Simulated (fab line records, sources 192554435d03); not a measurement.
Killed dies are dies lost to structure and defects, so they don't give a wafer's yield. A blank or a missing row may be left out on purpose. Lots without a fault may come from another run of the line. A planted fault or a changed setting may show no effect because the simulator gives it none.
fab line records	flow n5-finfet
record: lots: 24	wafers: 72	last-day: 18
route steps=1938 shown BEOL_M1@775
lots with no fault: from the same line, run without faults
start-h: hours from the record's opening day to when the first of the lot's shown wafers began	wait-h: how many hours have passed since the lot's step before this one	" same as the row above	L1.1+2: a single row standing in for several wafers	- either no value or no given start	* or withheld: withheld	< > ~ a bound
route shown NAME@n: NAME is a module with steps in the file, n the number in the route of the first one	usual: mean/standard deviation of fault-free wafers	same: alike in all rows	chamber/n: place in a boat	sites: the reading at each site	_std_site: their standard deviation	_edge_site: outer sites' mean less inner sites'	radius-mm: how far each site lies from the wafer's centre	mask NAME#n: copy n	behind: the tool/chamber that last shaped the wafer	hold: why the lot went on hold/how many hours it stayed there/how the hold came to an end	device: transistor that didn't switch, given as n, p or np	end of line: the tests these same wafers got at the end of their route	a step with no rows: only its recipe	killed: dies that structure and defects cost at the first sort, which is not the same as the wafer's yield	map: a wafer's dies, marking killed ones x, the rest . and places with no die _
set.NAME: the setting that was run; set.NAME@STEP: the one run at that earlier step	model.NAME: the simulator's own value behind a step, which no gauge read
route steps across a sampled set of lots; one table per step, one row per wafer
services: when a tool's chamber went out of use (start-h, in hours from the record's first day, below 0 if earlier), for how many hours, and the reason
== steps ==
step: N5_BEOL_M1_STRIP_19
recipe: chemistry: O2	power-w: 400	temp-c: 40	pressure-mtorr: 30	rf-frequency-hz: 6e+07	bias-power-w: 0	overash-fraction: 0.2	o2-flow-sccm: 225
usual: drypump-motor-current-A: 5.7/0.52	oes-product-au: 0.83/0.11	rf-vpp-V: 3.7/0.48	showerhead-plenum-p-Torr: 2.15/0.08	temp-c: 39.99/0.12	throttle-valve-pct: 16.59/0.25
same: bias-power-w: 0
lot.wafer	tool	chamber	start-h	wait-h	drypump-motor-current-A	oes-product-au	rf-hours-counter-h	rf-vpp-V	showerhead-plenum-p-Torr	temp-c	throttle-valve-pct
L074.2	rie-diel-04	2	125.85	0.1	5.4	0.94	9	4.1	2.23	40.07	16.41
L074.3	"	1	"	"	4.7	0.71	234	3.1	2.16	40.07	16.49
L074.6	"	2	"	"	5.4	0.94	-	3.0	2.23	40.06	16.41
L075.3	rie-diel-04	2	131.96	0.1	5.4	0.94	11	4.3	2.23	39.97	16.42
L075.4	"	0	"	"	6.4	0.91	23	3.2	2.15	40.00	16.79
L075.5	"	2	"	"	5.4	0.93	-	3.3	2.23	39.88	16.42
L076.1	rie-diel-06	0	138.74	0.1	5.9	0.94	10	3.1	2.17	39.94	16.53
L076.2	"	2	"	"	5.5	0.96	4	3.5	2.06	39.92	16.15
L076.5	"	3	"	"	6.0	0.78	-	4.3	2.11	39.99	16.53
L077.2	rie-diel-04	2	146.28	0.1	5.4	0.92	16	4.5	2.23	39.97	16.45
L077.4	"	1	"	"	4.6	0.71	240	4.4	2.16	39.78	16.51
L077.5	"	1	"	"	4.6	0.70	-	3.4	2.16	39.88	16.51
L078.2	rie-diel-06	3	146.71	0.1	6.0	0.79	133	4.0	2.11	40.00	16.53
L078.5	"	2	"	"	5.5	0.95	-	3.8	2.06	40.08	16.15
L078.6	"	3	"	"	6.0	0.78	-	3.3	2.11	40.09	16.53
L079.2	rie-diel-03	2	156.18	0.1	5.1	0.69	219	3.6	2.00	39.80	16.89
L079.3	"	0	"	"	5.9	1.03	0	4.6	2.23	39.89	16.28
L079.4	"	2	"	"	5.1	0.71	-	4.4	2.00	39.86	16.90
L080.1	rie-diel-03	2	164.42	0.1	5.1	0.70	223	3.5	2.00	40.24	16.89
L080.2	"	0	"	"	5.9	0.99	4	3.8	2.23	39.99	16.29
L080.6	"	1	"	"	5.4	0.74	-	3.6	2.18	39.88	16.80
L082.1	rie-diel-04	1	168.75	0.1	4.7	0.70	247	4.3	2.16	39.98	16.51
L082.2	"	3	"	"	5.5	0.92	17	3.3	2.13	39.82	16.21
L082.4	"	0	"	"	6.4	0.89	34	3.0	2.15	40.05	16.81
L081.2	rie-diel-06	3	168.84	0.1	5.9	0.78	139	3.2	2.10	39.99	16.53
L081.3	"	2	"	"	5.5	0.92	12	3.6	2.06	40.03	16.14
L081.4	"	0	"	"	5.9	0.92	19	3.8	2.17	40.01	16.54
L083.1	rie-diel-04	3	174.45	0.1	5.5	0.91	20	3.3	2.13	40.02	16.21
L083.2	"	2	"	"	5.4	0.91	25	4.0	2.23	40.00	16.44
L083.5	"	0	"	"	6.4	0.88	-	3.4	2.15	39.76	16.82
L084.1	rie-diel-03	3	184.62	0.1	6.2	0.92	15	3.6	2.24	39.85	16.62
L084.3	"	0	"	"	5.9	0.97	10	4.1	2.23	39.88	16.31
L084.5	"	2	"	"	5.1	0.69	-	3.5	2.00	39.92	16.89
L085.3	rie-diel-03	2	188.93	0.1	5.1	0.68	230	3.5	1.99	40.14	16.91
L085.5	"	3	"	"	6.2	0.91	-	3.9	2.24	39.65	16.62
L085.6	"	2	"	"	5.1	0.68	-	3.8	2.00	40.08	16.91
L086.1	rie-diel-04	0	201.29	0.2	6.4	0.88	46	4.1	2.14	39.96	16.84
L086.4	"	2	"	"	5.4	0.90	-	4.4	2.22	40.00	16.47
L086.5	"	0	"	"	6.4	0.87	-	3.9	2.14	40.01	16.84
L087.1	rie-diel-06	2	205.32	0.1	5.4	0.90	23	4.7	2.06	39.88	16.17
L087.5	"	1	"	"	6.7	0.68	-	2.7	2.15	40.14	16.83
L087.6	"	2	"	"	5.4	0.90	-	4.4	2.06	39.99	16.18
L088.1	rie-diel-03	3	209.95	0.2	6.3	0.90	24	3.5	2.24	39.89	16.63
L088.2	"	1	"	"	5.4	0.73	199	3.3	2.18	39.99	16.84
L088.4	"	0	"	"	5.9	0.96	18	3.8	2.23	39.86	16.32
L089.2	rie-diel-03	0	210.73	0.1	5.9	0.95	18	3.6	2.23	39.93	16.32
L089.4	"	2	"	"	5.1	0.68	237	3.3	1.99	39.85	16.92
L089.5	"	3	"	"	6.2	0.90	-	3.9	2.24	40.02	16.62
L090.1	rie-diel-06	1	215.84	0.1	6.8	0.68	218	4.5	2.15	40.09	16.82
L090.4	"	0	"	"	5.9	0.90	34	4.1	2.17	39.81	16.56
L090.6	"	0	"	"	5.9	0.89	-	3.6	2.17	40.01	16.57
L091.1	rie-diel-06	1	221.12	0.1	6.8	0.68	220	3.8	2.15	40.19	16.86
L091.2	"	0	"	"	5.9	0.88	35	4.2	2.16	39.79	16.57
L091.4	"	3	"	"	6.0	0.77	155	3.8	2.10	39.91	16.56
L092.3	rie-diel-03	0	230.38	0.1	5.9	0.94	23	3.6	2.22	40.01	16.34
L092.5	"	3	"	"	6.2	0.88	-	2.8	2.23	39.97	16.65
L092.6	"	2	"	"	5.1	0.68	-	3.1	1.99	39.95	16.95
L093.4	rie-diel-03	0	232.46	0.2	5.9	0.93	-	4.3	2.22	40.00	16.34
L093.5	"	2	"	"	5.1	0.68	-	3.3	1.99	40.04	16.94
L093.6	"	3	"	"	6.2	0.89	-	3.9	2.23	40.13	16.66
L094.2	rie-diel-03	1	240.44	0.1	5.4	0.73	207	3.8	2.17	40.14	16.85
L094.4	"	3	"	"	6.2	0.88	34	3.7	2.23	39.90	16.65
L094.5	"	2	"	"	5.1	0.67	-	3.4	1.99	40.18	16.95
L095.1	rie-diel-03	0	250.74	0.1	5.9	0.92	31	3.4	2.22	39.95	16.35
L095.3	"	3	"	"	6.2	0.89	36	4.2	2.23	39.95	16.63
L095.6	"	1	"	"	5.4	0.72	-	3.8	2.17	39.93	16.84
L096.1	rie-diel-03	2	253.15	0.1	5.1	0.69	250	3.6	1.99	39.96	16.95
L096.2	"	1	"	"	5.4	0.73	211	2.9	2.17	39.92	16.87
L096.4	"	3	"	"	6.2	0.87	36	4.6	2.23	40.08	16.65
L097.1	rie-diel-03	0	261.08	0.1	5.9	0.92	35	3.1	2.22	40.01	16.35
L097.4	"	1	"	"	5.4	0.72	-	4.2	2.17	40.11	16.86
L097.6	"	3	"	"	6.2	0.86	-	2.7	2.23	40.12	16.66
step: N5_BEOL_M1_CD_MEAS_28
recipe: landing-energy-ev: 500	detector: se-inlens	target-cd-y-nm: 23.3
usual: cd-nm: 24.06/0.26
lot.wafer	tool	chamber	start-h	wait-h	cd-nm
L074.2	cd-sem-01	0	126.46	-	24.52
L074.3	"	0	"	"	24.21
L074.6	"	0	"	"	24.21
L075.3	cd-sem-03	0	132.48	-	23.91
L075.4	"	0	"	"	24.38
L075.5	"	0	"	"	24.26
L076.1	cd-sem-01	0	139.13	-	24.09
L076.2	"	0	"	"	24.08
L076.5	"	0	"	"	24.68
L077.2	cd-sem-02	0	146.79	-	24.16
L077.4	"	0	"	"	24.06
L077.5	"	0	"	"	23.81
L078.2	cd-sem-02	0	147.10	-	23.88
L078.5	"	0	"	"	24.10
L078.6	"	0	"	"	23.69
L079.2	cd-sem-01	0	156.57	-	23.81
L079.3	"	0	"	"	24.23
L079.4	"	0	"	"	24.07
L080.1	cd-sem-03	0	164.93	-	24.23
L080.2	"	0	"	"	23.99
L080.6	"	0	"	"	23.87
L082.1	cd-sem-01	0	169.27	-	24.28
L082.2	"	0	"	"	24.11
L082.4	"	0	"	"	24.27
L081.2	cd-sem-01	0	169.45	-	23.86
L081.3	"	0	"	"	24.31
L081.4	"	0	"	"	24.12
L083.1	cd-sem-02	0	174.96	-	23.65
L083.2	"	0	"	"	23.81
L083.5	"	0	"	"	23.99
L084.1	cd-sem-03	0	185.13	-	23.93
L084.3	"	0	"	"	24.19
L084.5	"	0	"	"	23.79
L085.3	cd-sem-02	0	189.32	-	23.77
L085.5	"	0	"	"	23.64
L085.6	"	0	"	"	23.94
L086.1	cd-sem-02	0	201.80	-	23.91
L086.4	"	0	"	"	24.11
L086.5	"	0	"	"	23.88
L087.1	cd-sem-01	0	205.87	-	23.69
L087.5	"	0	"	"	24.72
L087.6	"	0	"	"	24.04
L088.1	cd-sem-02	0	210.34	-	24.13
L088.2	"	0	"	"	24.05
L088.4	"	0	"	"	24.25
L089.2	cd-sem-01	0	211.12	-	23.94
L089.4	"	0	"	"	23.64
L089.5	"	0	"	"	24.00
L090.1	cd-sem-01	0	216.36	-	24.05
L090.4	"	0	"	"	23.77
L090.6	"	0	"	"	23.92
L091.1	cd-sem-03	0	221.51	-	24.35
L091.2	"	0	"	"	23.82
L091.4	"	0	"	"	24.11
L092.3	cd-sem-02	0	230.90	-	23.97
L092.5	"	0	"	"	24.01
L092.6	"	0	"	"	23.93
L093.4	cd-sem-02	0	232.83	-	24.02
L093.5	"	0	"	"	24.20
L093.6	"	0	"	"	24.31
L094.2	cd-sem-01	0	240.83	-	24.03
L094.4	"	0	"	"	23.90
L094.5	"	0	"	"	23.40
L095.1	cd-sem-01	0	251.26	-	24.05
L095.3	"	0	"	"	24.05
L095.6	"	0	"	"	24.51
L096.1	cd-sem-03	0	253.67	-	23.73
L096.2	"	0	"	"	24.18
L096.4	"	0	"	"	24.87
L097.1	cd-sem-03	0	261.60	-	24.45
L097.4	"	0	"	"	24.32
L097.6	"	0	"	"	24.32
step: N5_BEOL_M1_INSPECT_30
recipe: mode: adi	inspect-instrument: brightfield
usual: raw-defect-count: 404/100
lot.wafer	tool	chamber	start-h	wait-h	raw-defect-count
L074.2	defect-inspect-01	-	126.55	0.0	428
L074.3	"	-	"	"	519
L074.6	"	-	"	"	549
L075.3	defect-inspect-01	-	132.57	0.0	373
L075.4	"	-	"	"	295
L075.5	"	-	"	"	262
L076.1	defect-inspect-02	-	139.22	0.1	449
L076.2	"	-	"	"	338
L076.5	"	-	"	"	553
L077.2	defect-inspect-02	-	146.88	0.0	439
L077.4	"	-	"	"	455
L077.5	"	-	"	"	479
L078.2	defect-inspect-02	-	147.19	0.0	476
L078.5	"	-	"	"	493
L078.6	"	-	"	"	447
L079.2	defect-inspect-02	-	156.66	0.0	412
L079.3	"	-	"	"	527
L079.4	"	-	"	"	412
L080.1	defect-inspect-02	-	165.02	0.1	467
L080.2	"	-	"	"	381
L080.6	"	-	"	"	554
L082.1	defect-inspect-01	-	169.36	0.1	215
L082.2	"	-	"	"	454
L082.4	"	-	"	"	242
L081.2	defect-inspect-02	-	169.54	0.0	323
L081.3	"	-	"	"	401
L081.4	"	-	"	"	417
L083.1	defect-inspect-01	-	175.05	0.1	355
L083.2	"	-	"	"	484
L083.5	"	-	"	"	303
L084.1	defect-inspect-01	-	185.22	0.1	351
L084.3	"	-	"	"	427
L084.5	"	-	"	"	363
L085.3	defect-inspect-01	-	189.41	0.0	320
L085.5	"	-	"	"	369
L085.6	"	-	"	"	280
L086.1	defect-inspect-02	-	201.89	0.1	526
L086.4	"	-	"	"	514
L086.5	"	-	"	"	506
L087.1	defect-inspect-01	-	205.96	0.1	637
L087.5	"	-	"	"	277
L087.6	"	-	"	"	430
L088.1	defect-inspect-02	-	210.43	0.1	356
L088.2	"	-	"	"	244
L088.4	"	-	"	"	427
L089.2	defect-inspect-02	-	211.21	0.0	550
L089.4	"	-	"	"	318
L089.5	"	-	"	"	451
L090.1	defect-inspect-02	-	216.44	0.1	431
L090.4	"	-	"	"	505
L090.6	"	-	"	"	399
L091.1	defect-inspect-01	-	221.59	0.1	300
L091.2	"	-	"	"	325
L091.4	"	-	"	"	354
L092.3	defect-inspect-01	-	230.99	0.0	290
L092.5	"	-	"	"	313
L092.6	"	-	"	"	274
L093.4	defect-inspect-02	-	232.92	0.0	481
L093.5	"	-	"	"	367
L093.6	"	-	"	"	429
L094.2	defect-inspect-01	-	240.92	0.0	333
L094.4	"	-	"	"	275
L094.5	"	-	"	"	427
L095.1	defect-inspect-01	-	251.35	0.1	269
L095.3	"	-	"	"	314
L095.6	"	-	"	"	341
L096.1	defect-inspect-02	-	253.76	0.1	565
L096.2	"	-	"	"	501
L096.4	"	-	"	"	555
L097.1	defect-inspect-02	-	261.68	0.1	407
L097.4	"	-	"	"	407
L097.6	"	-	"	"	355
step: N5_BEOL_M1_VIA_ETCH_34
recipe: chemistry: C4F6/O2	target-depth-a: 678	mask-material: SOC	pressure-mtorr: 15	ion-energy-ev: 250	taper-deg: 4	time-s: 64.4	source-w: 350	bias-w: 170	Ar_flow_sccm: 300	C4F6_flow_sccm: 10	O2_flow_sccm: 10
usual: drypump-motor-current-A: 5.7/0.54	oes-product-au: 0.84/0.095	rf-vpp-V: 667/11	showerhead-plenum-p-Torr: 2.91/0.092	throttle-valve-pct: 30.68/0.18
lot.wafer	tool	chamber	start-h	wait-h	drypump-motor-current-A	oes-product-au	rf-hours-counter-h	rf-vpp-V	showerhead-plenum-p-Torr	throttle-valve-pct
L074.2	rie-diel-03	0	127.84	0.0	5.9	0.68	250	650	2.69	30.53
L074.3	"	1	"	"	5.4	0.76	170	678	2.93	30.62
L074.6	"	1	"	"	5.4	0.76	-	677	2.93	30.62
L075.3	rie-diel-06	0	133.95	0.0	5.9	0.95	8	682	2.93	30.71
L075.4	"	2	"	"	5.5	0.97	2	663	2.81	30.24
L075.5	"	0	"	"	5.9	0.96	-	682	2.93	30.71
L076.1	rie-diel-03	3	141.10	0.0	6.2	0.93	6	651	3.03	30.85
L076.2	"	2	"	"	5.1	0.71	213	681	2.71	30.96
L076.5	"	3	"	"	6.2	0.94	-	651	3.03	30.86
L077.2	rie-diel-06	1	148.33	0.0	6.7	0.69	200	654	2.91	30.74
L077.4	"	3	"	"	5.9	0.79	133	663	2.86	30.46
L077.5	"	3	"	"	6.0	0.79	-	664	2.86	30.45
L078.2	rie-diel-06	1	151.27	0.0	6.8	0.70	201	653	2.91	30.73
L078.5	"	0	"	"	5.9	0.94	-	682	2.92	30.73
L078.6	"	3	"	"	6.0	0.79	-	663	2.86	30.46
L079.2	rie-diel-03	1	159.43	0.0	5.4	0.75	183	678	2.92	30.62
L079.3	"	0	"	"	5.9	1.01	2	662	3.03	30.54
L079.4	"	1	"	"	5.4	0.75	-	677	2.92	30.64
L080.1	rie-diel-06	1	173.33	0.0	6.7	0.69	207	653	2.91	30.78
L080.2	"	3	"	"	6.0	0.78	141	664	2.86	30.44
L080.6	"	0	"	"	5.9	0.92	-	683	2.92	30.71
L082.1	rie-diel-03	1	173.49	0.0	5.4	0.73	188	678	2.92	30.63
L082.2	"	3	"	"	6.2	0.91	12	651	3.03	30.86
L082.4	"	2	"	"	5.1	0.69	226	679	2.71	30.97
L081.2	rie-diel-04	0	173.54	0.0	6.4	0.88	36	679	2.88	30.88
L081.3	"	1	"	"	4.7	0.70	248	660	2.94	30.68
L081.4	"	3	"	"	5.5	0.90	19	672	2.92	30.54
L083.1	rie-diel-04	0	176.80	0.0	6.4	0.88	36	678	2.88	30.91
L083.2	"	2	"	"	5.4	0.91	25	656	3.02	30.71
L083.5	"	0	"	"	6.4	0.88	-	680	2.88	30.89
L084.1	rie-diel-04	2	187.31	0.0	5.4	0.90	29	654	3.02	30.69
L084.3	"	0	"	"	6.4	0.87	40	680	2.88	30.89
L084.5	"	3	"	"	5.5	0.89	-	673	2.92	30.56
L085.3	rie-diel-04	3	189.96	0.0	5.5	0.88	24	671	2.92	30.55
L085.5	"	2	"	"	5.4	0.90	-	655	3.02	30.69
L085.6	"	0	"	"	6.4	0.88	-	679	2.88	30.89
L086.1	rie-diel-06	3	208.59	0.0	6.0	0.77	151	662	2.85	30.46
L086.4	"	1	"	"	6.8	0.68	217	653	2.91	30.76
L086.5	"	1	"	"	6.7	0.68	-	652	2.91	30.76
L087.1	rie-diel-03	2	214.18	0.0	5.1	0.68	238	682	2.70	30.96
L087.5	"	1	"	"	5.4	0.74	-	678	2.91	30.66
L087.6	"	0	"	"	5.9	0.95	-	660	3.02	30.56
L088.1	rie-diel-04	2	215.76	0.0	5.4	0.88	40	655	3.02	30.72
L088.2	"	1	"	"	4.7	0.95	3	662	2.94	30.53
L088.4	"	3	"	"	5.5	0.87	35	672	2.91	30.56
L089.2	rie-diel-03	3	215.79	0.0	6.2	0.89	25	649	3.02	30.87
L089.4	"	0	"	"	5.9	0.95	20	663	3.02	30.56
L089.5	"	2	"	"	5.1	0.69	-	681	2.70	30.97
L090.1	rie-diel-04	2	218.86	0.0	5.4	0.88	42	655	3.01	30.72
L090.4	"	1	"	"	4.7	0.94	4	663	2.94	30.50
L090.6	"	1	"	"	4.6	0.95	-	662	2.93	30.51
L091.1	rie-diel-03	2	222.65	0.0	5.1	0.68	241	680	2.70	30.98
L091.2	"	1	"	"	5.4	0.73	203	677	2.91	30.65
L091.4	"	3	"	"	6.2	0.88	27	651	3.02	30.88
L092.3	rie-diel-04	3	232.63	0.0	5.5	0.87	39	673	2.91	30.54
L092.5	"	2	"	"	5.4	0.87	-	654	3.01	30.70
L092.6	"	1	"	"	4.7	0.94	-	661	2.93	30.52
L093.4	rie-diel-06	3	236.23	0.0	5.9	0.76	160	662	2.85	30.46
L093.5	"	3	"	"	6.0	0.76	-	664	2.85	30.49
L093.6	"	2	"	"	5.5	0.88	-	662	2.79	30.27
L094.2	rie-diel-03	2	251.37	0.0	5.1	0.68	249	680	2.70	30.98
L094.4	"	3	"	"	6.2	0.87	36	651	3.02	30.88
L094.5	"	1	"	"	5.4	0.72	-	677	2.91	30.65
L095.1	rie-diel-04	2	251.78	0.0	5.4	0.87	51	654	3.01	30.70
L095.3	"	0	"	"	6.4	0.84	62	681	2.87	30.92
L095.6	"	0	"	"	6.4	0.83	-	680	2.87	30.93
L096.1	rie-diel-06	2	256.54	0.0	5.5	0.88	37	664	2.79	30.28
L096.2	"	3	"	"	6.0	0.77	166	662	2.84	30.49
L096.4	"	0	"	"	5.9	0.88	46	682	2.91	30.75
L097.1	rie-diel-03	1	266.67	0.0	5.4	0.73	215	676	2.91	30.66
L097.4	"	1	"	"	5.4	0.72	-	676	2.91	30.66
L097.6	"	0	"	"	5.9	0.91	-	661	3.01	30.58
step: N5_BEOL_M1_ETCH_41
recipe: chemistry: CH3F/O2	target: SiCN	target-depth-a: 319	taper-deg: 2	time-s: 57.8	ion-energy-ev: 120	mask-material: TiN	pressure-mtorr: 30	source-w: 395	bias-w: 75	Ar_flow_sccm: 150	CH3F_flow_sccm: 30	O2_flow_sccm: 20
usual: drypump-motor-current-A: 5.7/0.54	oes-product-au: 0.84/0.094	rf-vpp-V: 298.2/1.5	showerhead-plenum-p-Torr: 2.05/0.067	throttle-valve-pct: 16.21/0.22
lot.wafer	tool	chamber	start-h	wait-h	drypump-motor-current-A	oes-product-au	rf-hours-counter-h	rf-vpp-V	showerhead-plenum-p-Torr	throttle-valve-pct
L074.2	rie-diel-03	0	-	-	5.9	0.68	250	295.5	1.89	16.40
L074.3	"	1	"	"	5.4	0.76	170	297.9	2.07	16.31
L074.6	"	1	"	"	5.4	0.76	-	301.1	2.07	16.32
L075.3	rie-diel-06	0	-	-	5.9	0.96	8	297.7	2.06	16.09
L075.4	"	2	"	"	5.5	0.97	2	297.0	1.98	15.81
L075.5	"	0	"	"	5.9	0.96	-	297.5	2.06	16.10
L076.1	rie-diel-03	3	-	-	6.2	0.94	6	299.2	2.14	16.24
L076.2	"	2	"	"	5.1	0.71	213	296.4	1.91	16.52
L076.5	"	3	"	"	6.2	0.94	-	299.0	2.14	16.24
L077.2	rie-diel-06	1	-	-	6.7	0.70	200	299.3	2.05	16.48
L077.4	"	3	"	"	5.9	0.78	134	297.2	2.01	16.19
L077.5	"	3	"	"	6.0	0.79	-	297.1	2.01	16.18
L078.2	rie-diel-06	1	-	-	6.7	0.69	201	298.6	2.05	16.47
L078.5	"	0	"	"	5.9	0.94	-	300.0	2.06	16.11
L078.6	"	3	"	"	6.0	0.79	-	297.2	2.01	16.19
L079.2	rie-diel-03	1	-	-	5.4	0.74	183	298.1	2.06	16.32
L079.3	"	0	"	"	5.9	1.01	2	299.8	2.14	15.99
L079.4	"	1	"	"	5.4	0.74	-	298.8	2.06	16.33
L080.1	rie-diel-06	1	-	-	6.7	0.69	207	298.9	2.05	16.47
L080.2	"	3	"	"	6.0	0.79	141	297.1	2.01	16.22
L080.6	"	0	"	"	5.9	0.91	-	299.2	2.06	16.12
L082.1	rie-diel-03	1	-	-	5.4	0.74	188	298.9	2.06	16.33
L082.2	"	3	"	"	6.2	0.92	12	298.0	2.14	16.27
L082.4	"	2	"	"	5.1	0.70	226	294.8	1.90	16.56
L081.2	rie-diel-04	0	-	-	6.4	0.88	36	297.5	2.03	16.37
L081.3	"	1	"	"	4.7	0.70	248	297.1	2.07	16.21
L081.4	"	3	"	"	5.5	0.90	19	297.8	2.05	15.96
L083.1	rie-diel-04	0	-	-	6.4	0.88	36	297.6	2.03	16.37
L083.2	"	2	"	"	5.4	0.90	26	299.8	2.13	16.14
L083.5	"	0	"	"	6.4	0.88	-	297.5	2.03	16.36
L084.1	rie-diel-04	2	-	-	5.4	0.89	29	299.5	2.13	16.14
L084.3	"	0	"	"	6.4	0.87	40	299.3	2.03	16.38
L084.5	"	3	"	"	5.5	0.89	-	297.1	2.05	15.97
L085.3	rie-diel-04	3	-	-	5.5	0.88	25	299.2	2.05	15.98
L085.5	"	2	"	"	5.4	0.90	-	298.6	2.13	16.14
L085.6	"	0	"	"	6.4	0.87	-	298.8	2.03	16.38
L086.1	rie-diel-06	3	-	-	6.0	0.77	151	298.3	2.00	16.23
L086.4	"	1	"	"	6.8	0.69	217	297.4	2.05	16.48
L086.5	"	1	"	"	6.8	0.68	-	300.0	2.05	16.49
L087.1	rie-diel-03	2	-	-	5.1	0.69	238	296.8	1.90	16.57
L087.5	"	1	"	"	5.4	0.74	-	297.7	2.06	16.38
L087.6	"	0	"	"	5.9	0.95	-	299.9	2.13	16.02
L088.1	rie-diel-04	2	-	-	5.4	0.88	41	300.0	2.13	16.16
L088.2	"	1	"	"	4.7	0.97	3	299.8	2.06	15.77
L088.4	"	3	"	"	5.5	0.87	35	299.2	2.05	15.99
L089.2	rie-diel-03	3	-	-	6.2	0.89	25	300.4	2.13	16.30
L089.4	"	0	"	"	5.9	0.94	20	298.8	2.13	16.03
L089.5	"	2	"	"	5.1	0.69	-	294.8	1.90	16.56
L090.1	rie-diel-04	2	-	-	5.4	0.88	42	298.6	2.13	16.16
L090.4	"	1	"	"	4.7	0.95	4	298.5	2.06	15.76
L090.6	"	1	"	"	4.7	0.94	-	297.6	2.06	15.79
L091.1	rie-diel-03	2	-	-	5.1	0.69	241	295.8	1.90	16.57
L091.2	"	1	"	"	5.4	0.74	203	298.8	2.06	16.37
L091.4	"	3	"	"	6.2	0.89	27	299.3	2.13	16.30
L092.3	rie-diel-04	3	-	-	5.5	0.86	39	298.0	2.04	16.00
L092.5	"	2	"	"	5.4	0.88	-	300.8	2.13	16.16
L092.6	"	1	"	"	4.7	0.93	-	298.5	2.06	15.78
L093.4	rie-diel-06	3	-	-	6.0	0.76	160	296.5	2.00	16.24
L093.5	"	3	"	"	6.0	0.77	-	297.8	2.00	16.24
L093.6	"	2	"	"	5.5	0.89	-	296.5	1.97	15.87
L094.2	rie-diel-03	2	-	-	5.1	0.67	249	295.1	1.90	16.58
L094.4	"	3	"	"	6.2	0.87	36	299.9	2.13	16.31
L094.5	"	1	"	"	5.4	0.73	-	298.7	2.05	16.38
L095.1	rie-diel-04	2	-	-	5.4	0.87	51	300.4	2.12	16.18
L095.3	"	0	"	"	6.4	0.83	62	298.5	2.02	16.43
L095.6	"	0	"	"	6.4	0.84	-	296.8	2.02	16.41
L096.1	rie-diel-06	2	-	-	5.5	0.87	37	295.5	1.96	15.90
L096.2	"	3	"	"	6.0	0.76	166	296.8	2.00	16.25
L096.4	"	0	"	"	5.9	0.87	46	298.3	2.05	16.16
L097.1	rie-diel-03	1	-	-	5.4	0.72	215	297.9	2.05	16.38
L097.4	"	1	"	"	5.4	0.72	-	300.1	2.05	16.40
L097.6	"	0	"	"	5.9	0.92	-	299.7	2.12	16.05
step: N5_BEOL_M1_ANNEAL_87
recipe: temp-c: 400	time-s: 240	ambient: vacuum
usual: heater-power-w: 816/77
lot.wafer	tool	chamber	start-h	wait-h	heater-power-w
L074.2	pvd-sputter-02	-	131.44	0.0	710
L074.3	"	-	"	"	1013
L074.6	"	-	"	"	1012
L075.3	pvd-sputter-03	-	137.30	0.0	722
L075.4	"	-	"	"	845
L075.5	"	-	"	"	774
L076.1	pvd-sputter-03	-	143.50	0.0	728
L076.2	"	-	"	"	743
L076.5	"	-	"	"	734
L077.2	pvd-sputter-02	-	150.35	0.0	784
L077.4	"	-	"	"	726
L077.5	"	-	"	"	725
L078.2	pvd-sputter-03	-	153.33	0.0	760
L078.5	"	-	"	"	847
L078.6	"	-	"	"	769
L079.2	pvd-sputter-03	-	163.23	0.0	752
L079.3	"	-	"	"	839
L079.4	"	-	"	"	754
L080.1	pvd-sputter-02	-	175.59	0.0	793
L080.2	"	-	"	"	811
L080.6	"	-	"	"	843
L082.1	pvd-sputter-03	-	176.20	0.0	738
L082.2	"	-	"	"	773
L082.4	"	-	"	"	820
L081.2	pvd-sputter-01	-	176.33	0.0	814
L081.3	"	-	"	"	853
L081.4	"	-	"	"	707
L083.1	pvd-sputter-01	-	179.12	0.0	860
L083.2	"	-	"	"	692
L083.5	"	-	"	"	853
L084.1	pvd-sputter-01	-	189.78	0.0	855
L084.3	"	-	"	"	864
L084.5	"	-	"	"	824
L085.3	pvd-sputter-02	-	191.75	0.0	794
L085.5	"	-	"	"	1002
L085.6	"	-	"	"	830
L086.1	pvd-sputter-01	-	210.78	0.0	817
L086.4	"	-	"	"	716
L086.5	"	-	"	"	851
L087.1	pvd-sputter-01	-	216.48	0.0	816
L087.5	"	-	"	"	869
L087.6	"	-	"	"	812
L088.1	pvd-sputter-02	-	217.81	0.0	825
L088.2	"	-	"	"	982
L088.4	"	-	"	"	784
L089.2	pvd-sputter-01	-	218.36	0.0	853
L089.4	"	-	"	"	875
L089.5	"	-	"	"	841
L090.1	pvd-sputter-01	-	221.98	0.0	705
L090.4	"	-	"	"	853
L090.6	"	-	"	"	695
L091.1	pvd-sputter-02	-	224.58	0.0	727
L091.2	"	-	"	"	824
L091.4	"	-	"	"	784
L092.3	pvd-sputter-01	-	234.42	0.0	868
L092.5	"	-	"	"	838
L092.6	"	-	"	"	846
L093.4	pvd-sputter-01	-	238.17	0.0	869
L093.5	"	-	"	"	826
L093.6	"	-	"	"	858
L094.2	pvd-sputter-01	-	255.19	0.0	854
L094.4	"	-	"	"	707
L094.5	"	-	"	"	840
L095.1	pvd-sputter-02	-	255.45	0.0	724
L095.3	"	-	"	"	757
L095.6	"	-	"	"	985
L096.1	pvd-sputter-01	-	258.61	0.0	803
L096.2	"	-	"	"	837
L096.4	"	-	"	"	704
L097.1	pvd-sputter-01	-	269.30	0.0	831
L097.4	"	-	"	"	712
L097.6	"	-	"	"	853
== services ==
tool	chamber	start-h	hours	kind
rie-diel-06	3	104.73	4.3	repair
rie-diel-03	3	109.89	-	clean
rie-diel-03	3	109.89	-	consumable-replace:focus-ring
rie-diel-03	3	109.89	-	consumable-replace:showerhead
rie-diel-06	2	111.69	-	clean
rie-diel-06	2	111.69	-	consumable-replace:focus-ring
rie-diel-06	2	111.69	13.6	scheduled-down
rie-diel-03	0	128.83	-	clean
rie-diel-03	0	128.83	-	consumable-replace:focus-ring
rie-diel-03	0	128.83	-	consumable-replace:showerhead
rie-diel-03	0	128.83	26.8	scheduled-down
rie-diel-03	0	128.83	26.8	vent-cycle
rie-diel-04	1	179.78	2.1	repair
rie-diel-04	1	183.93	-	clean
rie-diel-04	1	183.93	-	consumable-replace:focus-ring
rie-diel-04	1	183.93	21.3	scheduled-down
rie-diel-04	1	183.93	21.3	vent-cycle
rie-diel-03	1	231.32	3.0	repair
rie-diel-06	2	238.25	3.6	repair
rie-diel-03	2	254.58	-	clean
rie-diel-03	2	254.58	-	consumable-replace:focus-ring
rie-diel-03	2	254.58	-	consumable-replace:showerhead
rie-diel-03	2	254.58	14.9	scheduled-down
rie-diel-03	2	254.58	14.9	vent-cycle
== key ==
fault none
